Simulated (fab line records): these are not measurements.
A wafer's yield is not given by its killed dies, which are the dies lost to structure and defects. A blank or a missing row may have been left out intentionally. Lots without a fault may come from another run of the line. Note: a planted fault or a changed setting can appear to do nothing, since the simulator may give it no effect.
fab line records    flow n5-finfet
record lots=4  wafers=12  last-day=17
route steps=1938 shown BEOL_M14@1719 PASSIVATION@1936
lots that met no fault: taken from a fault-free run of the same line
start-h: hours from the record's first day to the start of the lot's first wafer shown    wait-h: hours elapsed since this lot's preceding step    " repeats the value in the row above    L1.1+2: a single row standing in for several wafers    - no value, or no start was given    * or withheld: withheld    < > ~ a bound
route shown NAME@n: names a module that has steps shown in the file, with the first one's number in the route    usual: the fault-free wafers' mean and standard deviation    same: alike in all rows    chamber/n: place in a boat    sites: the reading at each site    _std_site: how widely they spread, as a standard deviation    _edge_site: outer sites' mean less inner sites'    radius-mm: how far each site lies from the wafer's centre    mask NAME#n: copy n    behind: the most recent tool/chamber to have shaped the wafer    hold: cause of the lot's hold/its duration in hours/its outcome    device: names the non-switching transistor (n, p or np)    end of line: the tests these same wafers got at the end of their route    step lacking rows: just its recipe    killed: not the wafer's yield, but the dies lost to structure and defects at the first sort    map: shows each die of a wafer: x if killed, . if not, _ if none is there
set.NAME: the setting the step ran with; set.NAME@STEP: the setting that earlier step ran with    model.NAME: the simulator's own value behind a step, which no gauge read
lots seen at some steps along the route; tables by step, rows by wafer
services: when a tool's chamber went out of use (start-h, in hours from the record's first day, below 0 if earlier), for how many hours, and the reason
## steps
# step N5_BEOL_M14_COAT_04
# recipe spin-rpm=1704  resist-thk-nm=800
# step N5_BEOL_M14_EBR_06
# recipe solvent=PGMEA  ebr-width-mm=1.5
# step N5_BEOL_M14_SOFTBAKE_05
# recipe temp-c=130  time-s=60
# step N5_BEOL_M14_EXPOSE_07
# recipe mask-id=V13  na=0.8  source-shape=annular  sigma-inner=0.5  sigma-outer=0.8  polarization=unpolarized  attpsm-phase-deg=180  dose-mj=57
# step N5_BEOL_M14_PEB_08
# recipe peb-temp-c=130  peb-time-s=90
# step N5_BEOL_M14_DEVELOP_09
# recipe develop-time-s=45  rinse-liquid=diw  dry=air-spin  dev-temp-c=21
# step N5_BEOL_M14_HARDBAKE_14
# recipe temp-c=130  time-s=120
# step N5_BEOL_M14_DESCUM_15
# recipe chemistry=O2  time-s=7.9  source-power-w=50  bias-power-w=20  pressure-mtorr=20  rf-frequency-hz=2.712e+07  temp-c=40  o2-flow-sccm=225
# step N5_BEOL_M14_ETCH_59
# recipe chemistry=N2/H2  target=BARC  target-depth-a=890  overetch-a=267  time-s=67.9  ion-energy-ev=200  pressure-mtorr=30  source-w=840  bias-w=150  n2-flow-sccm=200  h2-flow-sccm=200
# step N5_BEOL_M14_VIA_ETCH_16
# recipe chemistry=C4F8/O2/Ar  target=SiO2  he-inner-torr=15  he-outer-torr=30  target-depth-a=12313  time-s=withheld  ion-energy-ev=800  pressure-mtorr=20  source-w=1905  bias-w=2040  Ar_flow_sccm=400  C4F8_flow_sccm=16  O2_flow_sccm=12  ends=cleared
# usual O2_flow_sccm=12.00/0.034  drypump-motor-current-A=5.6/0.54  mfc-ar-sccm=400.0/1.1  oes-product-au=0.72/0.055  rf-vpp-V=2217/15  showerhead-plenum-p-Torr=3.47/0.1  throttle-valve-pct=30.78/0.18
lot.wafer  tool         chamber  start-h  wait-h  O2_flow_sccm  drypump-motor-current-A  mfc-ar-sccm  oes-product-au  rf-vpp-V  showerhead-plenum-p-Torr  throttle-valve-pct
L996.2     rie-diel-02  2        264.49   0.0     11.96         5.5                      400.9        0.79            2212      3.37                      30.82
L996.4     "            1        "        "       12.04         4.9                      400.9        0.72            2219      3.45                      30.60
L996.5     "            1        "        "       12.04         4.9                      400.9        0.71            2218      3.45                      30.61
L104.3     rie-diel-02  1        316.13   0.0     12.04         4.9                      401.1        0.69            2218      3.44                      30.63
L104.4     "            1        "        "       11.97         4.9                      399.9        0.70            2217      3.44                      30.64
L104.6     "            0        "        "       12.00         6.2                      400.1        0.77            2217      3.62                      30.69
L108.1     rie-diel-02  3        346.08   0.0     12.10         4.7                      399.5        0.63            2213      3.39                      30.88
L108.2     "            2        "        "       11.99         5.5                      399.7        0.75            2210      3.36                      30.85
L108.4     "            0        "        "       11.98         6.2                      399.2        0.76            2213      3.62                      30.71
L115.1     rie-diel-03  2        374.38   0.0     11.97         5.4                      400.9        0.74            2206      3.34                      30.53
L115.5     "            3        "        "       11.98         4.9                      400.1        0.62            2235      3.38                      30.86
L115.6     "            2        "        "       11.98         5.4                      399.7        0.74            2205      3.34                      30.52
# step N5_BEOL_M14_STRIP_63
# recipe chemistry=O2  power-w=600  temp-c=60  pressure-mtorr=30  rf-frequency-hz=6e+07  bias-power-w=0  overash-fraction=0.3  o2-flow-sccm=225
# step N5_BEOL_M14_STRIP_64
# recipe chemistry=O2  power-w=600  temp-c=60  pressure-mtorr=30  rf-frequency-hz=6e+07  bias-power-w=0  overash-fraction=0.3  o2-flow-sccm=225
# step N5_BEOL_M14_STRIP_71
# recipe chemistry=post-etch-residue-remover  time-s=60  temp-c=25  remover-ph=withheld  remover-water-wt-pct=withheld  remover-fluoride-wt-pct=withheld
# step N5_BEOL_M14_SRD_72
# recipe time-s=30  temp-c=23  rinse-liquid=diw  dry=n2-spin  spin-rpm=1500  dry-time-s=30
# step N5_BEOL_M14_COAT_65
# recipe resist=SOC  temp-c=250  time-s=60  spin-rpm=1500  resist-thk-nm=450
# step N5_BEOL_M14_COAT_66
# recipe resist=SiARC  temp-c=220  time-s=60  spin-rpm=1500  resist-thk-nm=110
# step N5_BEOL_M14_COAT_22
# recipe spin-rpm=2888  resist-thk-nm=300
# step N5_BEOL_M14_EBR_24
# recipe solvent=PGMEA  ebr-width-mm=1.5
# step N5_BEOL_M14_SOFTBAKE_23
# recipe temp-c=130  time-s=60
# step N5_BEOL_M14_EXPOSE_25
# recipe mask-id=M14  na=0.8  source-shape=annular  sigma-inner=0.5  sigma-outer=0.8  polarization=unpolarized  target-cd-nm=280  dose-mj=26.6
# step N5_BEOL_M14_PEB_26
# recipe peb-temp-c=130  peb-time-s=90
# step N5_BEOL_M14_DEVELOP_27
# recipe develop-time-s=45  rinse-liquid=diw  dry=air-spin  dev-temp-c=21
# step N5_BEOL_M14_HARDBAKE_32
# recipe temp-c=130  time-s=120
# step N5_BEOL_M14_INSPECT_30
# recipe mode=adi  inspect-instrument=macro
# usual raw-defect-count=2.2/1.4
lot.wafer  tool               chamber  start-h  wait-h  raw-defect-count
L996.2     defect-inspect-01  -        265.35   0.0     2
L996.4     "                  -        "        "       2
L996.5     "                  -        "        "       1
L104.3     defect-inspect-02  -        316.99   0.0     >300
L104.4     "                  -        "        "       >300
L104.6     "                  -        "        "       >300
L108.1     defect-inspect-02  -        346.81   0.0     >300
L108.2     "                  -        "        "       >300
L108.4     "                  -        "        "       >300
L115.1     defect-inspect-02  -        375.23   0.0     1
L115.5     "                  -        "        "       3
L115.6     "                  -        "        "       2
# step N5_BEOL_M14_DESCUM_33
# recipe chemistry=O2  time-s=7.9  source-power-w=50  bias-power-w=20  pressure-mtorr=20  rf-frequency-hz=2.712e+07  temp-c=40  o2-flow-sccm=225
# step N5_PASSIVATION_PROBE_49
# usual defect-limited-yield=91.3/1.3  killed_at_M0_to_M3=35/13  killed_at_M4_up=13/5.2  killed-at-contacts=12/6.2  killed-at-front-end=39/9.6  killed-at-other=3.1/2.6  killed-dies=102/16  killed-open=68/13  killed-short=33/6.9  sort_bin_5_function=5.1/0.87  sort_bin_6_memory=3.3/0.67  sort-n-pass=1078/16  sort-yield-pct=91.3/1.3
# same gross-dies=1180  killed-at-back-side=0  sort_bin_4_leakage[%]=0  sort_bin_8_speed[%]=0
lot.wafer  tool       chamber  start-h  wait-h  defect-limited-yield[%]  killed_at_M0_to_M3  killed_at_M4_up  killed-at-contacts  killed-at-front-end  killed-at-other  killed-dies  killed-open  killed-short  sort_bin_5_function[%]  sort_bin_6_memory[%]  sort-n-pass  sort-yield-pct[%]
L104.3     prober-01  -        341.91   0.1     86.1                     20                  86               7                   49                   2                164          52           33            8.1                     3.7                   1016         86.1
L104.4     prober-01  -        341.96   0.2     85.8                     29                  84               13                  41                   0                167          66           27            8.6                     3.9                   1013         85.8
L104.6     prober-01  -        342.06   0.3     82.5                     22                  123              10                  44                   8                207          61           32            11.0                    4.6                   973          82.5
L108.1     prober-01  -        373.32   0.0     85.3                     22                  100              15                  33                   3                173          58           19            9.8                     3.2                   1007         85.3
L108.2     prober-01  -        373.37   0.1     86.6                     25                  71               15                  37                   10               158          66           38            7.4                     4.9                   1022         86.6
L108.4     prober-01  -        373.47   0.2     82.9                     22                  123              21                  36                   0                202          63           27            10.8                    4.7                   978          82.9
# killed by level:class
L104.3 BEOL_M14:unspecified=78 FIN_SAQP:geometric-particle:short=12 STI_FIN_REVEAL:geometric-particle:open=12 FIN_SAQP:geometric-particle:open=5 BEOL_M1:geometric-particle:open=5 STI_FIN_REVEAL:geometric-particle:short=4 STARTING-WAFER:geometric-particle:short=4 DUMMY_GATE:geometric-particle:open=4
L104.4 BEOL_M14:unspecified=73 STI_FIN_REVEAL:geometric-particle:open=13 MOL_CONTACT_COAG:geometric-particle:open=10 BEOL_M2:geometric-particle:open=10 FIN_SAQP:geometric-particle:short=7 DUMMY_GATE:geometric-particle:open=6 BEOL_M3:geometric-particle:open=5 BEOL_M0_SAQP:geometric-particle:open=4
L104.6 BEOL_M14:unspecified=113 STI_FIN_REVEAL:geometric-particle:open=15 FIN_SAQP:geometric-particle:short=10 MOL_CONTACT_COAG:geometric-particle:open=7 BEOL_M1:geometric-particle:open=7 BEOL_M2:geometric-particle:open=7 STI_FIN_REVEAL:geometric-particle:short=5 BEOL_M4:geometric-particle:open=4
L108.1 BEOL_M14:unspecified=94 MOL_CONTACT_COAG:geometric-particle:open=13 DUMMY_GATE:geometric-particle:open=11 BEOL_M2:geometric-particle:open=6 STI_FIN_REVEAL:geometric-particle:open=5 FIN_SAQP:geometric-particle:open=3 DUMMY_GATE:geometric-particle:short=3 GATE_CUT:geometric-particle:open=3
L108.2 BEOL_M14:unspecified=54 MOL_CONTACT_COAG:geometric-particle:open=12 STI_FIN_REVEAL:geometric-particle:open=7 BEOL_M2:geometric-particle:open=7 FIN_SAQP:geometric-particle:open=6 FIN_SAQP:geometric-particle:short=6 DUMMY_GATE:geometric-particle:open=6 BEOL_M0_SAQP:geometric-particle:short=5
L108.4 BEOL_M14:unspecified=112 MOL_CONTACT_COAG:geometric-particle:open=18 DUMMY_GATE:geometric-particle:open=9 FIN_SAQP:geometric-particle:open=8 FIN_SAQP:geometric-particle:short=7 BEOL_M4:geometric-particle:open=5 BEOL_M0_SAQP:geometric-particle:open=4 BEOL_M2:geometric-particle:open=4
# map L104.6 (x killed, . not)
_________________......x.....________________
______________..x..............._____________
___________..x......x...x..........__________
__________........x..x.....x........_________
________x....................x........_______
_______................x........x.....x______
______.................................._____
_____................x..............x.x..____
____.........x.............x.....x........___
___..............x..............x....x.....__
___.x......x........xx...xx.........x..x...__
__........................................x._
__....x........x..............x............._
_...x......xx.........x.x.....x............x.
_.......x............xx....x......x.......x..
_.......................................x....
_.x...........x...x..x.......................
_......x...........x................x....x...
_x.....x........x.xxxx.....................xx
_...x...............xxx...x..................
_......x.........xx.x.xxx.x.........x........
__..x.............xxxxxxxx.................._
__............x..xxxxxxxxxx................._
___...x......x..xxxxxxxxxxx.x..x........x..__
___..............xxxxxxxxxxxxx.x..........x__
____..........x.xxxxxxxxxxxxx............x___
_____...........xxxxxxxxxxxxxx...........____
______.x........x.x.xxxxxxx.x...x..x...._____
_______.......x....xxxxxxxx...x..x.x..x______
________..........xxx..xx..x.......x.._______
__________x.....x..xx.xx.....x..xx.._________
___________........x..............x__________
______________.x..........x....._____________
_________________x........x..________________
# map L108.4 (x killed, . not)
_________________............________________
______________.........x........_____________
___________....................x...__________
__________......x.......x..........._________
________....................x........._______
_______.......x..........x...x..x......______
______.........x.x..........x....x......_____
_____...................x...x............____
____..........x...........x...............___
___...............x........x...x.........x.__
___x.......................................__
__..........x....................x........x._
__....x........x.....x.......x.......x......_
_...x..............x...x.......x.............
_..................x....................x..xx
_...........x............x.x..........x......
_....x.x.x.......x...........................
_........................x..x...........x....
_....................x..xx...............x..x
_......x..x..........x...x...x..x..x.........
_........x........xxxx.xx........x........x..
__.......x......xxxxxxxxxx.xx..xx..........._
__...........x.xxxxxxxxxxxxx........x......x_
___.........x..x.xxxxxxxxxx..x.............__
___....x......x..xxxxxxxxxxx...............__
____..........xxxxxxxxxxxxxx..x.x.........___
_____............xxxxxxxxxx.....x..x.x...____
______.........x.xxxxxxxxxxx............_____
_______..x..x....xxxxxxxxxx..x...x.x...______
________.x..x..xx..xxxx.x...........x._______
__________........x.x....x..x......._________
___________........xx.......x......__________
______________.................._____________
_________________......x.x...________________
## services
tool         chamber  start-h  hours  kind
rie-diel-03  3        301.67   7.3    repair
rie-diel-02  3        365.02   -      clean
rie-diel-02  3        365.02   -      consumable-replace:focus-ring
rie-diel-02  3        365.02   15.8   scheduled-down
rie-diel-02  3        365.02   15.8   vent-cycle
## key
first-sign step=N5_BEOL_M14_INSPECT_30  reading=raw-defect-count  direction=up  sigmas=99+  usual=2.2  struck=>300
effect step=N5_PASSIVATION_PROBE_49  reading=killed_at_M4_up  direction=up  sigmas=16  usual=13  struck=98
more-kills-born-at N5_BEOL_M14_VIA_ETCH_16@rie-diel-02=524
met-at N5_BEOL_M14_VIA_ETCH_16
struck-wafers L104.3,L104.4,L104.6,L108.1,L108.2,L108.4
onset-between 264.49 316.13
fault kind=chamber-particle-source  tool=rie-diel-02  chamber=-  onset-h=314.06  steps=N5_BEOL_M14_VIA_ETCH_16  rate-per-visit-cm2=0.61438  end-h=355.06
